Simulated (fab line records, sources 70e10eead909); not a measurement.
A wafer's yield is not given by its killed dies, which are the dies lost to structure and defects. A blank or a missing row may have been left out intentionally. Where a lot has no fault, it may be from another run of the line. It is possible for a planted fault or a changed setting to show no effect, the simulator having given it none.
Comparing a struck lot with a sound one    flow nand harc    18 out of 1159 route steps
Sound: the wafers L864.2, L864.5, L864.6. The struck wafers were L875.3, L875.5, L875.6. At the end, the cause is stated.
For every step that has rows: the tool of each side, followed by ch and its chambers, followed by its first start. Under that, the readings that differ: sound wafers    struck wafers    difference of the means    sigmas: that difference in standard deviations of wafers without a fault.
alike: same words and numbers on both sides, and readings whose means sit less than 2 such deviations apart. not compared: any withheld reading, any reading some wafer has no value for, any bound like >300 that may hide the same value, and any number with overlapping values for which the record gives no deviation.
A row with sigmas, a row that says differs or no value, or rows on one side alone: a step with any of these is where the two part. Numbers that don't overlap but have no deviation are shown without sigmas and don't part them. A reading that every wafer of one side lacks parts them only if that side has two wafers or more.

NHARC_P_ZERO_WELL_CD_MEAS_37: the cd target is 720 nm.
  sound on cd sem-03 ch 0, day 2 10:01; struck on cd sem-01 ch 0, day 5 04:06
  alike: cd nm
then, 1 step without rows for these wafers: NHARC_P_ZERO_WELL_HARDBAKE_38 (time 80 s).
NHARC_P_ZERO_WELL_DESCUM_39: chemistry O2, time 3 s.
  sound on rie diel-06 ch 0,3, day 2 10:11; struck on rie diel-07 ch 0,1, day 5 04:15
  alike: drypump motor current A, o2 flow sccm, oes product au, rf vpp V, showerhead plenum p Torr, throttle valve pct
  not compared: rf hours counter h
then, 9 steps without rows for these wafers: NHARC_P_ZERO_WELL_IMPLANT_40; NHARC_P_ZERO_WELL_IMPLANT_59; NHARC_P_ZERO_WELL_IMPLANT_60; NHARC_P_ZERO_WELL_STRIP_41 (strips in SPM, time 840 s); NHARC_P_ZERO_WELL_DEHYDRATE_44 (time 120 s); NHARC_P_ZERO_WELL_HMDS_45 (time 30 s); NHARC_P_ZERO_WELL_COAT_46; NHARC_P_ZERO_WELL_SOFTBAKE_47 (time 95 s); NHARC_P_ZERO_WELL_EBR_48.
NHARC_P_ZERO_WELL_EXPOSE_49: exposes mask P HVPW, target cd 2000 nm.
  sound on krf scanner-01 ch 0, day 2 11:31; struck on krf scanner-02 ch 0, day 5 05:27
reading  sound                       struck                         difference  sigmas
mask     P_HVPW#0 P_HVPW#0 P_HVPW#0  P_NWELL#0 P_NWELL#0 P_NWELL#0  differs     
then, 2 steps without rows for these wafers: NHARC_P_ZERO_WELL_PEB_50 (peb time 85 s); NHARC_P_ZERO_WELL_DEVELOP_51 (time 70 s).
NHARC_P_ZERO_WELL_CD_MEAS_52: the cd target is 2000 nm.
  sound on cd sem-01 ch 0, day 2 11:40; struck on cd sem-02 ch 0, day 5 05:36
reading     sound                 struck  difference                     sigmas
cd nm (nm)  2001.5 2000.3 1997.5  - - -   no value on the struck wafers  
then, 1 step without rows for these wafers: NHARC_P_ZERO_WELL_HARDBAKE_53 (time 80 s).
-- break in the record here, with 18 days between the starts of the struck wafers on either side (left off in module P_ZERO_WELL, picked up again in module END, where the first step shown is number 1159 on the route) --
NHARC_END_SORT_01:
  here the record holds rows for the struck wafers (prober-01 ch 0, day 23 03:20) but none for the sound ones

WHERE THEY PART
Last at NHARC_END_SORT_01 as far as this record goes, first at NHARC_P_ZERO_WELL_EXPOSE_49.

WHY: what the simulator had put in
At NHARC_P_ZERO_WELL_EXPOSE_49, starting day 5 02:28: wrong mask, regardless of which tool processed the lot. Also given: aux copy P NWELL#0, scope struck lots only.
